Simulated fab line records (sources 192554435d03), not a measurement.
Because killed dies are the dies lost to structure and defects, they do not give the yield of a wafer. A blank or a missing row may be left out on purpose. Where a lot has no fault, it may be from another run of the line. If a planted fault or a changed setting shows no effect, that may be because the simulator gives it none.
fab line records / flow n5-finfet
[record] lots = 7 wafers = 39
route steps=1938 shown FIN_CUT@173 DUMMY_GATE@237 GATE_CUT@510
start-h: hours from the record's opening day to when the first of the lot's shown wafers began / wait-h: hours since the lot's step before / " the same as in the row above / L1.1+2: a single row standing in for several wafers / - no value, or no start was given / * or withheld: withheld / < > ~ a bound
route shown NAME@n: a module of which the file shows steps, and the number in the route of the first / usual: average and standard deviation across the fault-free wafers / same: alike in all rows / chamber/n: place in a boat / sites: each site's reading / _std_site: standard deviation of those values / _edge_site: outer sites' mean less inner sites' / radius-mm: for every site, how far away it sits from the centre of the wafer / mask NAME#n: copy n / behind: the tool/chamber that last shaped the wafer / hold: cause of the lot's hold/its duration in hours/its outcome / device: which transistor (n, p or np) failed to switch / end of line: the route-end tests of the same wafers / a step given without rows: its recipe and nothing more / killed: dies that structure and defects cost at the first sort, which is not the same as the wafer's yield / map: the dies of a wafer, with x for killed, . for not killed, _ for no die there
set.NAME: setting as actually run; set.NAME@STEP: the setting as run at that earlier step / model.NAME: the simulator's own value behind a step, which no gauge read
lots run with intentionally changed settings; tables by step, rows by wafer
[[steps]]
[step N5_FIN_CUT_CUT_ETCH_26]
[recipe] chemistry = CH3F/O2 target = SiNx target-depth-a = 390 mask-material = SOC time-s = 55.7 pressure-mtorr = 30 source-w = 395 bias-w = 73 Ar_flow_sccm = 150 CH3F_flow_sccm = 30 O2_flow_sccm = 20 ion-energy-ev = 120
lot.wafer=L075.1 tool=rie-diel-01 chamber=2 start-h=34.50 wait-h=0.0 set.time-s=46 model.etch.depth-nm=31.78 model.SOC_of_FIN_CUT_COAT_18.thk-nm=213.4
lot.wafer=L075.2 tool=rie-diel-01 chamber=3 start-h=34.50 wait-h=0.0 set.time-s=55.7 model.etch.depth-nm=39.3 model.SOC_of_FIN_CUT_COAT_18.thk-nm=210.2
lot.wafer=L075.3 tool=rie-diel-01 chamber=0 start-h=34.50 wait-h=0.0 set.time-s=55.7 model.etch.depth-nm=38.88 model.SOC_of_FIN_CUT_COAT_18.thk-nm=210
lot.wafer=L075.4 tool=rie-diel-01 chamber=0 start-h=34.50 wait-h=0.0 set.time-s=46 model.etch.depth-nm=32.16 model.SOC_of_FIN_CUT_COAT_18.thk-nm=213.6
lot.wafer=L075.5 tool=rie-diel-01 chamber=3 start-h=34.50 wait-h=0.0 set.time-s=46 model.etch.depth-nm=32.49 model.SOC_of_FIN_CUT_COAT_18.thk-nm=212.8
lot.wafer=L075.6 tool=rie-diel-01 chamber=2 start-h=34.50 wait-h=0.0 set.time-s=55.7 model.etch.depth-nm=38.46 model.SOC_of_FIN_CUT_COAT_18.thk-nm=210.8
lot.wafer=L076.1 tool=rie-diel-03 chamber=1 start-h=40.34 wait-h=0.0 set.time-s=55.7 model.etch.depth-nm=37.9 model.SOC_of_FIN_CUT_COAT_18.thk-nm=212.6
lot.wafer=L076.2 tool=rie-diel-03 chamber=3 start-h=40.34 wait-h=0.0 set.time-s=55.7 model.etch.depth-nm=37.82 model.SOC_of_FIN_CUT_COAT_18.thk-nm=212.4
lot.wafer=L076.3 tool=rie-diel-03 chamber=2 start-h=40.34 wait-h=0.0 set.time-s=47.05 model.etch.depth-nm=32.73 model.SOC_of_FIN_CUT_COAT_18.thk-nm=215.2
lot.wafer=L076.4 tool=rie-diel-03 chamber=0 start-h=40.34 wait-h=0.0 set.time-s=47.05 model.etch.depth-nm=32.34 model.SOC_of_FIN_CUT_COAT_18.thk-nm=215.6
lot.wafer=L076.5 tool=rie-diel-03 chamber=3 start-h=40.34 wait-h=0.0 set.time-s=47.05 model.etch.depth-nm=32.28 model.SOC_of_FIN_CUT_COAT_18.thk-nm=214.8
lot.wafer=L076.6 tool=rie-diel-03 chamber=2 start-h=40.34 wait-h=0.0 set.time-s=55.7 model.etch.depth-nm=38.81 model.SOC_of_FIN_CUT_COAT_18.thk-nm=211.4
lot.wafer=L077.1 tool=rie-diel-02 chamber=1 start-h=45.77 wait-h=0.0 set.time-s=60.26 model.etch.depth-nm=42.32 model.SOC_of_FIN_CUT_COAT_18.thk-nm=210.2
lot.wafer=L077.2 tool=rie-diel-02 chamber=3 start-h=45.77 wait-h=0.0 set.time-s=55.7 model.etch.depth-nm=38.73 model.SOC_of_FIN_CUT_COAT_18.thk-nm=212.6
lot.wafer=L077.3 tool=rie-diel-02 chamber=0 start-h=45.77 wait-h=0.0 set.time-s=55.7 model.etch.depth-nm=38.51 model.SOC_of_FIN_CUT_COAT_18.thk-nm=211.6
lot.wafer=L077.4 tool=rie-diel-02 chamber=2 start-h=45.77 wait-h=0.0 set.time-s=60.26 model.etch.depth-nm=40.52 model.SOC_of_FIN_CUT_COAT_18.thk-nm=210.8
lot.wafer=L077.5 tool=rie-diel-02 chamber=0 start-h=45.77 wait-h=0.0 set.time-s=55.7 model.etch.depth-nm=38.21 model.SOC_of_FIN_CUT_COAT_18.thk-nm=211.8
lot.wafer=L077.6 tool=rie-diel-02 chamber=3 start-h=45.77 wait-h=0.0 set.time-s=60.26 model.etch.depth-nm=42.12 model.SOC_of_FIN_CUT_COAT_18.thk-nm=210
lot.wafer=L092.1 tool=rie-diel-02 chamber=2 start-h=136.55 wait-h=0.0 set.time-s=55.7 model.etch.depth-nm=37.23 model.SOC_of_FIN_CUT_COAT_18.thk-nm=212.6
lot.wafer=L092.2 tool=rie-diel-02 chamber=3 start-h=136.55 wait-h=0.0 set.time-s=55.7 model.etch.depth-nm=38.84 model.SOC_of_FIN_CUT_COAT_18.thk-nm=212
lot.wafer=L092.3 tool=rie-diel-02 chamber=0 start-h=136.55 wait-h=0.0 set.time-s=55.7 model.etch.depth-nm=40.43 model.SOC_of_FIN_CUT_COAT_18.thk-nm=211
lot.wafer=L092.4 tool=rie-diel-02 chamber=1 start-h=136.55 wait-h=0.0 set.time-s=43.31 model.etch.depth-nm=29.99 model.SOC_of_FIN_CUT_COAT_18.thk-nm=215.8
lot.wafer=L092.5 tool=rie-diel-02 chamber=0 start-h=136.55 wait-h=0.0 set.time-s=43.31 model.etch.depth-nm=31.55 model.SOC_of_FIN_CUT_COAT_18.thk-nm=215.6
lot.wafer=L092.6 tool=rie-diel-02 chamber=1 start-h=136.55 wait-h=0.0 set.time-s=43.31 model.etch.depth-nm=29.7 model.SOC_of_FIN_CUT_COAT_18.thk-nm=216.2
lot.wafer=L093.1 tool=rie-diel-02 chamber=2 start-h=142.73 wait-h=0.0 set.time-s=64.53 model.etch.depth-nm=43.58 model.SOC_of_FIN_CUT_COAT_18.thk-nm=209.6
lot.wafer=L093.2 tool=rie-diel-02 chamber=1 start-h=142.73 wait-h=0.0 set.time-s=64.53 model.etch.depth-nm=45.33 model.SOC_of_FIN_CUT_COAT_18.thk-nm=209
lot.wafer=L093.3 tool=rie-diel-02 chamber=3 start-h=142.73 wait-h=0.0 set.time-s=64.53 model.etch.depth-nm=45.18 model.SOC_of_FIN_CUT_COAT_18.thk-nm=209.4
lot.wafer=L093.4 tool=rie-diel-02 chamber=0 start-h=142.73 wait-h=0.0 set.time-s=55.7 model.etch.depth-nm=40.36 model.SOC_of_FIN_CUT_COAT_18.thk-nm=211
lot.wafer=L093.5 tool=rie-diel-02 chamber=2 start-h=142.73 wait-h=0.0 set.time-s=55.7 model.etch.depth-nm=37.26 model.SOC_of_FIN_CUT_COAT_18.thk-nm=213.2
lot.wafer=L093.6 tool=rie-diel-02 chamber=1 start-h=142.73 wait-h=0.0 set.time-s=55.7 model.etch.depth-nm=38.74 model.SOC_of_FIN_CUT_COAT_18.thk-nm=212.2
lot.wafer=L094.1 tool=rie-diel-03 chamber=2 start-h=147.22 wait-h=0.0 set.time-s=55.7 model.etch.depth-nm=39.54 model.SOC_of_FIN_CUT_COAT_18.thk-nm=212
lot.wafer=L094.2 tool=rie-diel-03 chamber=0 start-h=147.22 wait-h=0.0 set.time-s=55.7 model.etch.depth-nm=39.16 model.SOC_of_FIN_CUT_COAT_18.thk-nm=211.6
lot.wafer=L094.3 tool=rie-diel-03 chamber=3 start-h=147.22 wait-h=0.0 set.time-s=55.7 model.etch.depth-nm=40.62 model.SOC_of_FIN_CUT_COAT_18.thk-nm=211.2
lot.wafer=L094.4 tool=rie-diel-03 chamber=0 start-h=147.22 wait-h=0.0 set.time-s=55.7 model.etch.depth-nm=38.83 model.SOC_of_FIN_CUT_COAT_18.thk-nm=210.8
lot.wafer=L094.5 tool=rie-diel-03 chamber=2 start-h=147.22 wait-h=0.0 set.time-s=55.7 model.etch.depth-nm=39.32 model.SOC_of_FIN_CUT_COAT_18.thk-nm=210.8
lot.wafer=L094.6 tool=rie-diel-03 chamber=3 start-h=147.22 wait-h=0.0 set.time-s=55.7 model.etch.depth-nm=40.57 model.SOC_of_FIN_CUT_COAT_18.thk-nm=210.8
lot.wafer=L095.1 tool=rie-diel-01 chamber=1 start-h=153.10 wait-h=0.0 set.time-s=55.7 model.etch.depth-nm=40.03 model.SOC_of_FIN_CUT_COAT_18.thk-nm=211.4
lot.wafer=L095.4 tool=rie-diel-01 chamber=2 start-h=153.10 wait-h=0.0 set.time-s=55.7 model.etch.depth-nm=39.41 model.SOC_of_FIN_CUT_COAT_18.thk-nm=212.6
lot.wafer=L095.5 tool=rie-diel-01 chamber=0 start-h=153.10 wait-h=0.0 set.time-s=55.7 model.etch.depth-nm=39.44 model.SOC_of_FIN_CUT_COAT_18.thk-nm=211.6
[step N5_DUMMY_GATE_ETCH_37]
[recipe] chemistry = N2/H2 target = SOC target-depth-a = 600 overetch-a = 300 temp-c = 40 ion-energy-ev = 200 pressure-mtorr = 30 source-w = 840 bias-w = 150 n2-flow-sccm = 200 h2-flow-sccm = 200
[usual] rf-vpp-V = 523.8/2.4
lot.wafer=L075.1 tool=rie-diel-03 chamber=3 start-h=53.60 wait-h=0.0 set.source-w=840 rf-vpp-V=525.4
lot.wafer=L075.2 tool=rie-diel-03 chamber=1 start-h=53.60 wait-h=0.0 set.source-w=733.3 rf-vpp-V=551.6
lot.wafer=L075.3 tool=rie-diel-03 chamber=0 start-h=53.60 wait-h=0.0 set.source-w=840 rf-vpp-V=525.0
lot.wafer=L075.4 tool=rie-diel-03 chamber=2 start-h=53.60 wait-h=0.0 set.source-w=733.3 rf-vpp-V=548.2
lot.wafer=L075.5 tool=rie-diel-03 chamber=1 start-h=53.60 wait-h=0.0 set.source-w=840 rf-vpp-V=527.9
lot.wafer=L075.6 tool=rie-diel-03 chamber=2 start-h=53.60 wait-h=0.0 set.source-w=733.3 rf-vpp-V=547.8
lot.wafer=L076.1 tool=rie-diel-01 chamber=1 start-h=59.08 wait-h=0.0 set.source-w=840 rf-vpp-V=529.6
lot.wafer=L076.2 tool=rie-diel-01 chamber=0 start-h=59.08 wait-h=0.0 set.source-w=840 rf-vpp-V=525.0
lot.wafer=L076.3 tool=rie-diel-01 chamber=3 start-h=59.08 wait-h=0.0 set.source-w=962 rf-vpp-V=499.8
lot.wafer=L076.4 tool=rie-diel-01 chamber=0 start-h=59.08 wait-h=0.0 set.source-w=840 rf-vpp-V=525.1
lot.wafer=L076.5 tool=rie-diel-01 chamber=3 start-h=59.08 wait-h=0.0 set.source-w=962 rf-vpp-V=498.8
lot.wafer=L076.6 tool=rie-diel-01 chamber=1 start-h=59.08 wait-h=0.0 set.source-w=962 rf-vpp-V=505.4
lot.wafer=L077.1 tool=rie-diel-02 chamber=1 start-h=66.58 wait-h=0.0 set.source-w=840 rf-vpp-V=520.8
lot.wafer=L077.2 tool=rie-diel-02 chamber=2 start-h=66.58 wait-h=0.0 set.source-w=840 rf-vpp-V=524.8
lot.wafer=L077.3 tool=rie-diel-02 chamber=0 start-h=66.58 wait-h=0.0 set.source-w=747 rf-vpp-V=542.3
lot.wafer=L077.4 tool=rie-diel-02 chamber=3 start-h=66.58 wait-h=0.0 set.source-w=747 rf-vpp-V=541.2
lot.wafer=L077.5 tool=rie-diel-02 chamber=3 start-h=66.58 wait-h=0.0 set.source-w=747 rf-vpp-V=542.4
lot.wafer=L077.6 tool=rie-diel-02 chamber=2 start-h=66.58 wait-h=0.0 set.source-w=840 rf-vpp-V=522.0
lot.wafer=L093.1 tool=rie-diel-03 chamber=1 start-h=179.93 wait-h=0.0 set.source-w=755 rf-vpp-V=545.2
lot.wafer=L093.2 tool=rie-diel-03 chamber=0 start-h=179.93 wait-h=0.0 set.source-w=840 rf-vpp-V=522.4
lot.wafer=L093.3 tool=rie-diel-03 chamber=3 start-h=179.93 wait-h=0.0 set.source-w=840 rf-vpp-V=525.9
lot.wafer=L093.4 tool=rie-diel-03 chamber=0 start-h=179.93 wait-h=0.0 set.source-w=840 rf-vpp-V=523.4
lot.wafer=L093.5 tool=rie-diel-03 chamber=3 start-h=179.93 wait-h=0.0 set.source-w=755 rf-vpp-V=543.6
lot.wafer=L093.6 tool=rie-diel-03 chamber=1 start-h=179.93 wait-h=0.0 set.source-w=755 rf-vpp-V=545.6
lot.wafer=L094.1 tool=rie-diel-03 chamber=3 start-h=183.68 wait-h=0.0 set.source-w=724.6 rf-vpp-V=551.2
lot.wafer=L094.2 tool=rie-diel-03 chamber=1 start-h=183.68 wait-h=0.0 set.source-w=840 rf-vpp-V=526.9
lot.wafer=L094.3 tool=rie-diel-03 chamber=2 start-h=183.68 wait-h=0.0 set.source-w=840 rf-vpp-V=523.3
lot.wafer=L094.4 tool=rie-diel-03 chamber=0 start-h=183.68 wait-h=0.0 set.source-w=724.6 rf-vpp-V=551.2
lot.wafer=L094.5 tool=rie-diel-03 chamber=3 start-h=183.68 wait-h=0.0 set.source-w=724.6 rf-vpp-V=551.0
lot.wafer=L094.6 tool=rie-diel-03 chamber=0 start-h=183.68 wait-h=0.0 set.source-w=840 rf-vpp-V=523.1
lot.wafer=L095.1 tool=rie-diel-01 chamber=1 start-h=183.72 wait-h=0.0 set.source-w=840 rf-vpp-V=527.8
lot.wafer=L095.4 tool=rie-diel-01 chamber=1 start-h=183.72 wait-h=0.0 set.source-w=840 rf-vpp-V=528.2
lot.wafer=L095.5 tool=rie-diel-01 chamber=2 start-h=183.72 wait-h=0.0 set.source-w=840 rf-vpp-V=524.9
lot.wafer=L092.1 tool=rie-diel-02 chamber=3 start-h=183.85 wait-h=0.0 set.source-w=840 rf-vpp-V=520.9
lot.wafer=L092.2 tool=rie-diel-02 chamber=1 start-h=183.85 wait-h=0.0 set.source-w=840 rf-vpp-V=521.2
lot.wafer=L092.3 tool=rie-diel-02 chamber=0 start-h=183.85 wait-h=0.0 set.source-w=724 rf-vpp-V=548.8
lot.wafer=L092.4 tool=rie-diel-02 chamber=2 start-h=183.85 wait-h=0.0 set.source-w=724 rf-vpp-V=549.5
lot.wafer=L092.5 tool=rie-diel-02 chamber=1 start-h=183.85 wait-h=0.0 set.source-w=840 rf-vpp-V=521.8
lot.wafer=L092.6 tool=rie-diel-02 chamber=0 start-h=183.85 wait-h=0.0 set.source-w=724 rf-vpp-V=549.6
[step N5_DUMMY_GATE_ETCH_32]
[recipe] chemistry = CF4 target = SiO2 target-depth-a = 35 time-s = 3.9 ion-energy-ev = 350 pressure-mtorr = 10 icp-w = 800 bias-w = 400 cf4-flow-sccm = 80
lot.wafer=L075.1 tool=rie-si-02 chamber=3 start-h=54.12 wait-h=0.1 set.time-s=3.322 model.etch.depth-nm=2.976
lot.wafer=L075.2 tool=rie-si-02 chamber=2 start-h=54.12 wait-h=0.1 set.time-s=3.9 model.etch.depth-nm=3.444
lot.wafer=L075.3 tool=rie-si-02 chamber=0 start-h=54.12 wait-h=0.1 set.time-s=3.9 model.etch.depth-nm=3.373
lot.wafer=L075.4 tool=rie-si-02 chamber=1 start-h=54.12 wait-h=0.1 set.time-s=3.322 model.etch.depth-nm=2.983
lot.wafer=L075.5 tool=rie-si-02 chamber=0 start-h=54.12 wait-h=0.1 set.time-s=3.9 model.etch.depth-nm=3.384
lot.wafer=L075.6 tool=rie-si-02 chamber=3 start-h=54.12 wait-h=0.1 set.time-s=3.322 model.etch.depth-nm=2.95
lot.wafer=L076.1 tool=rie-si-06 chamber=1 start-h=59.60 wait-h=0.1 set.time-s=3.9 model.etch.depth-nm=3.494
lot.wafer=L076.2 tool=rie-si-06 chamber=3 start-h=59.60 wait-h=0.1 set.time-s=3.9 model.etch.depth-nm=3.476
lot.wafer=L076.3 tool=rie-si-06 chamber=0 start-h=59.60 wait-h=0.1 set.time-s=3.9 model.etch.depth-nm=3.402
lot.wafer=L076.4 tool=rie-si-06 chamber=2 start-h=59.60 wait-h=0.1 set.time-s=4.68 model.etch.depth-nm=4.23
lot.wafer=L076.5 tool=rie-si-06 chamber=0 start-h=59.60 wait-h=0.1 set.time-s=4.68 model.etch.depth-nm=4.061
lot.wafer=L076.6 tool=rie-si-06 chamber=3 start-h=59.60 wait-h=0.1 set.time-s=4.68 model.etch.depth-nm=4.14
lot.wafer=L077.1 tool=rie-si-03 chamber=1 start-h=67.14 wait-h=0.1 set.time-s=3.9 model.etch.depth-nm=3.573
lot.wafer=L077.2 tool=rie-si-03 chamber=3 start-h=67.14 wait-h=0.1 set.time-s=3.9 model.etch.depth-nm=3.445
lot.wafer=L077.3 tool=rie-si-03 chamber=2 start-h=67.14 wait-h=0.1 set.time-s=3.9 model.etch.depth-nm=3.455
lot.wafer=L077.4 tool=rie-si-03 chamber=0 start-h=67.14 wait-h=0.1 set.time-s=3.9 model.etch.depth-nm=3.447
lot.wafer=L077.5 tool=rie-si-03 chamber=2 start-h=67.14 wait-h=0.1 set.time-s=3.9 model.etch.depth-nm=3.458
lot.wafer=L077.6 tool=rie-si-03 chamber=1 start-h=67.14 wait-h=0.1 set.time-s=3.9 model.etch.depth-nm=3.557
lot.wafer=L093.1 tool=rie-si-03 chamber=1 start-h=180.47 wait-h=0.1 set.time-s=4.8 model.etch.depth-nm=4.385
lot.wafer=L093.2 tool=rie-si-03 chamber=3 start-h=180.47 wait-h=0.1 set.time-s=3.9 model.etch.depth-nm=3.427
lot.wafer=L093.3 tool=rie-si-03 chamber=2 start-h=180.47 wait-h=0.1 set.time-s=4.8 model.etch.depth-nm=4.262
lot.wafer=L093.4 tool=rie-si-03 chamber=2 start-h=180.47 wait-h=0.1 set.time-s=3.9 model.etch.depth-nm=3.492
lot.wafer=L093.5 tool=rie-si-03 chamber=1 start-h=180.47 wait-h=0.1 set.time-s=3.9 model.etch.depth-nm=3.582
lot.wafer=L093.6 tool=rie-si-03 chamber=3 start-h=180.47 wait-h=0.1 set.time-s=4.8 model.etch.depth-nm=4.211
lot.wafer=L094.1 tool=rie-si-02 chamber=1 start-h=184.48 wait-h=0.1 set.time-s=3.9 model.etch.depth-nm=3.487
lot.wafer=L094.2 tool=rie-si-02 chamber=3 start-h=184.48 wait-h=0.1 set.time-s=4.359 model.etch.depth-nm=3.951
lot.wafer=L094.3 tool=rie-si-02 chamber=2 start-h=184.48 wait-h=0.1 set.time-s=3.9 model.etch.depth-nm=3.471
lot.wafer=L094.4 tool=rie-si-02 chamber=0 start-h=184.48 wait-h=0.1 set.time-s=4.359 model.etch.depth-nm=3.824
lot.wafer=L094.5 tool=rie-si-02 chamber=2 start-h=184.48 wait-h=0.1 set.time-s=3.9 model.etch.depth-nm=3.419
lot.wafer=L094.6 tool=rie-si-02 chamber=3 start-h=184.48 wait-h=0.1 set.time-s=4.359 model.etch.depth-nm=3.965
lot.wafer=L095.1 tool=rie-si-03 chamber=1 start-h=184.52 wait-h=0.1 set.time-s=3.9 model.etch.depth-nm=3.598
lot.wafer=L095.4 tool=rie-si-03 chamber=3 start-h=184.52 wait-h=0.1 set.time-s=3.9 model.etch.depth-nm=3.468
lot.wafer=L095.5 tool=rie-si-03 chamber=1 start-h=184.52 wait-h=0.1 set.time-s=3.9 model.etch.depth-nm=3.615
lot.wafer=L092.1 tool=rie-si-06 chamber=3 start-h=184.71 wait-h=0.1 set.time-s=4.215 model.etch.depth-nm=3.781
lot.wafer=L092.2 tool=rie-si-06 chamber=0 start-h=184.71 wait-h=0.1 set.time-s=3.9 model.etch.depth-nm=3.434
lot.wafer=L092.3 tool=rie-si-06 chamber=2 start-h=184.71 wait-h=0.1 set.time-s=4.215 model.etch.depth-nm=3.865
lot.wafer=L092.4 tool=rie-si-06 chamber=1 start-h=184.71 wait-h=0.1 set.time-s=4.215 model.etch.depth-nm=3.918
lot.wafer=L092.5 tool=rie-si-06 chamber=0 start-h=184.71 wait-h=0.1 set.time-s=3.9 model.etch.depth-nm=3.455
lot.wafer=L092.6 tool=rie-si-06 chamber=3 start-h=184.71 wait-h=0.1 set.time-s=3.9 model.etch.depth-nm=3.483
[step N5_GATE_CUT_ALD_22]
[recipe] material = SiNx target-thk-a = 160 temp-c = 400 ald-precursor-family = SiH2I2 ald-co-reactant = N2/H2-plasma pulse-time-s = 1 ald-cycles = 320 purge-time-s = 2 co-reactant-purge-time-s = 2 pressure-torr = 2
lot.wafer=L075.1+6 tool=ald-sin-01 chamber=0,1 start-h=91.65 wait-h=0.5 set.ald-cycles=267 model.SiNx_of_GATE_CUT_ALD_22.thk-nm=13.2
lot.wafer=L075.2+4 tool=ald-sin-01 chamber=2,1 start-h=91.65 wait-h=0.5 set.ald-cycles=320 model.SiNx_of_GATE_CUT_ALD_22.thk-nm=16
lot.wafer=L075.3 tool=ald-sin-01 chamber=3 start-h=91.65 wait-h=0.5 set.ald-cycles=267 model.SiNx_of_GATE_CUT_ALD_22.thk-nm=13.4
lot.wafer=L075.5 tool=ald-sin-01 chamber=0 start-h=91.65 wait-h=0.5 set.ald-cycles=320 model.SiNx_of_GATE_CUT_ALD_22.thk-nm=15.8
lot.wafer=L076.1+4 tool=ald-sin-03 chamber=1,3 start-h=97.10 wait-h=0.0 set.ald-cycles=270 model.SiNx_of_GATE_CUT_ALD_22.thk-nm=13.4
lot.wafer=L076.2 tool=ald-sin-03 chamber=2 start-h=97.10 wait-h=0.0 set.ald-cycles=270 model.SiNx_of_GATE_CUT_ALD_22.thk-nm=13.6
lot.wafer=L076.3+5+6 tool=ald-sin-03 chamber=0,3,0 start-h=97.10 wait-h=0.0 set.ald-cycles=320 model.SiNx_of_GATE_CUT_ALD_22.thk-nm=16
lot.wafer=L077.1+2 tool=ald-sin-01 chamber=2,0 start-h=104.04 wait-h=0.7 set.ald-cycles=354 model.SiNx_of_GATE_CUT_ALD_22.thk-nm=17.6
lot.wafer=L077.3 tool=ald-sin-01 chamber=3 start-h=104.04 wait-h=0.7 set.ald-cycles=354 model.SiNx_of_GATE_CUT_ALD_22.thk-nm=17.8
lot.wafer=L077.4+6 tool=ald-sin-01 chamber=1,3 start-h=104.04 wait-h=0.7 set.ald-cycles=320 model.SiNx_of_GATE_CUT_ALD_22.thk-nm=16
lot.wafer=L077.5 tool=ald-sin-01 chamber=0 start-h=104.04 wait-h=0.7 set.ald-cycles=320 model.SiNx_of_GATE_CUT_ALD_22.thk-nm=15.8
lot.wafer=L093.1+2+4+5+6 tool=ald-sin-01 chamber=2,1,0,1,0 start-h=220.17 wait-h=2.1 set.ald-cycles=320 model.SiNx_of_GATE_CUT_ALD_22.thk-nm=16
lot.wafer=L093.3 tool=ald-sin-01 chamber=3 start-h=220.17 wait-h=2.1 set.ald-cycles=320 model.SiNx_of_GATE_CUT_ALD_22.thk-nm=16.2
lot.wafer=L094.1+5+6 tool=ald-sin-03 chamber=1,2,3 start-h=225.56 wait-h=0.5 set.ald-cycles=291 model.SiNx_of_GATE_CUT_ALD_22.thk-nm=14.4
lot.wafer=L094.2+3+4 tool=ald-sin-03 chamber=0,2,3 start-h=225.56 wait-h=0.5 set.ald-cycles=320 model.SiNx_of_GATE_CUT_ALD_22.thk-nm=15.8
lot.wafer=L095.1 tool=ald-sin-01 chamber=3 start-h=227.61 wait-h=0.0 set.ald-cycles=320 model.SiNx_of_GATE_CUT_ALD_22.thk-nm=15.8
lot.wafer=L095.4+5 tool=ald-sin-01 chamber=2 start-h=227.61 wait-h=0.0 set.ald-cycles=320 model.SiNx_of_GATE_CUT_ALD_22.thk-nm=16
lot.wafer=L092.1+2+5 tool=ald-sin-02 chamber=0,3,2 start-h=228.25 wait-h=0.2 set.ald-cycles=320 model.SiNx_of_GATE_CUT_ALD_22.thk-nm=16
lot.wafer=L092.3+4+6 tool=ald-sin-02 chamber=2,1,1 start-h=228.25 wait-h=0.2 set.ald-cycles=352 model.SiNx_of_GATE_CUT_ALD_22.thk-nm=17.6
[[key]]
[split] step = N5_FIN_CUT_CUT_ETCH_26 setting = time-s stated = 55.7 by = wafer
[response] step = N5_FIN_CUT_CUT_ETCH_26 reading = model.etch.depth-nm change = +0.378 per = 1% r = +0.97
[response] step = N5_FIN_CUT_CUT_ETCH_26 reading = model.SOC_of_FIN_CUT_COAT_18.thk-nm change = -0.181 per = 1% r = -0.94
[split] step = N5_DUMMY_GATE_ETCH_37 setting = source-w stated = 840 by = wafer
[response] step = N5_DUMMY_GATE_ETCH_37 reading = rf-vpp-V change = -1.88 per = 1% r = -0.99
[split] step = N5_DUMMY_GATE_ETCH_32 setting = time-s stated = 3.9 by = wafer
[response] step = N5_DUMMY_GATE_ETCH_32 reading = model.etch.depth-nm change = +0.0345 per = 1% r = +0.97
[split] step = N5_GATE_CUT_ALD_22 setting = ald-cycles stated = 320 by = wafer
[response] step = N5_GATE_CUT_ALD_22 reading = model.SiNx_of_GATE_CUT_ALD_22.thk-nm change = +0.161 per = 1% r = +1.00
